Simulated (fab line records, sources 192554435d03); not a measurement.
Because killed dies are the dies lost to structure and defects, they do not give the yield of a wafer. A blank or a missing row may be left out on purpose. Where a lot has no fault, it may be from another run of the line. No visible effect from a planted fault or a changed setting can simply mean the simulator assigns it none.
Matching of chambers | flow n5 finfet | N5_BEOL_M5_ETCH_67 on rie diel-05: 4 sister chambers
The step etches SiARC in CF4, target depth 15.6 nm, time 26 s. 20 wafers are shown with their chamber, then 10 later ones without.

## WAFERS, EACH WITH ITS CHAMBER
wafer  | chamber | showerhead plenum p Torr (Torr) | drypump motor current A (A) | etch rf on time s (s)
L074.1 | 0       | 2.12                            | 5.82                        | 25.9
L074.4 | 3       | 2.06                            | 6.00                        | 26.0
L074.6 | 1       | 2.12                            | 5.68                        | 26.2
L077.2 | 2       | 2.27                            | 5.80                        | 25.5
L077.3 | 3       | 2.06                            | 5.99                        | 26.3
L077.4 | 1       | 2.12                            | 5.66                        | 26.6
L085.2 | 3       | 2.05                            | 6.00                        | 26.4
L085.3 | 1       | 2.12                            | 5.66                        | 26.1
L085.6 | 0       | 2.11                            | 5.80                        | 25.9
L087.1 | 1       | 2.12                            | 5.67                        | 25.7
L087.2 | 3       | 2.05                            | 5.97                        | 26.2
L087.5 | 2       | 2.26                            | 5.82                        | 25.0
L089.1 | 1       | 2.12                            | 5.67                        | 25.8
L089.3 | 2       | 2.26                            | 5.81                        | 25.3
L089.4 | 3       | 2.05                            | 6.01                        | 26.3
L092.1 | 0       | 2.11                            | 5.82                        | 25.3
L092.2 | 3       | 2.05                            | 5.99                        | 26.3
L092.5 | 2       | 2.26                            | 5.84                        | 25.4
L091.1 | 2       | 2.26                            | 5.83                        | 25.2
L091.4 | 1       | 2.11                            | 5.66                        | 25.8

SIGNATURES (means of the wafers above)
reading                  | chamber 0 | chamber 1 | chamber 2 | chamber 3 | scatter within a chamber
showerhead plenum p Torr | 2.1133    | 2.1183    | 2.2620    | 2.0533    | 0.00477
drypump motor current A  | 5.8133    | 5.6667    | 5.8200    | 5.9933    | 0.0126
etch rf on time s        | 25.700    | 26.033    | 25.280    | 26.250    | 0.257
Rule: a wafer's distance from a chamber is the root of the sum, over the readings, of the square of ((its reading less the chamber's mean) divided by the reading's scatter). The wafer belongs to the nearest chamber; if the next one is less than 2 further off, it can't be placed. The scatter: take each reading less its chamber's mean, square it, sum over the shown wafers, divide by the number of wafers less the number of chambers, and take the root.

## WAFERS WITH NO CHAMBER GIVEN
wafer  | showerhead plenum p Torr (Torr) | drypump motor current A (A) | etch rf on time s (s)
L091.5 | 2.05                            | 6.01                        | 26.3
L093.1 | 2.11                            | 5.68                        | 26.1
L093.3 | 2.26                            | 5.81                        | 25.1
L093.4 | 2.11                            | 5.82                        | 25.4
L095.1 | 2.26                            | 5.81                        | 25.3
L095.2 | 2.10                            | 5.81                        | 25.3
L095.3 | 2.05                            | 6.00                        | 26.5
L094.2 | 2.11                            | 5.68                        | 25.9
L094.3 | 2.26                            | 5.82                        | 25.5
L094.6 | 2.11                            | 5.68                        | 25.8

## WHICH CHAMBER EACH WENT THROUGH
wafer  | from the rows above | in truth
L091.5 | 3                   | 3
L093.1 | 1                   | 1
L093.3 | 2                   | 2
L093.4 | 0                   | 0
L095.1 | 2                   | 2
L095.2 | 0                   | 0
L095.3 | 3                   | 3
L094.2 | 1                   | 1
L094.3 | 2                   | 2
L094.6 | 1                   | 1
10 of 10 placed correctly. Left unplaced by these rows: 0. Placed wrongly: 0.
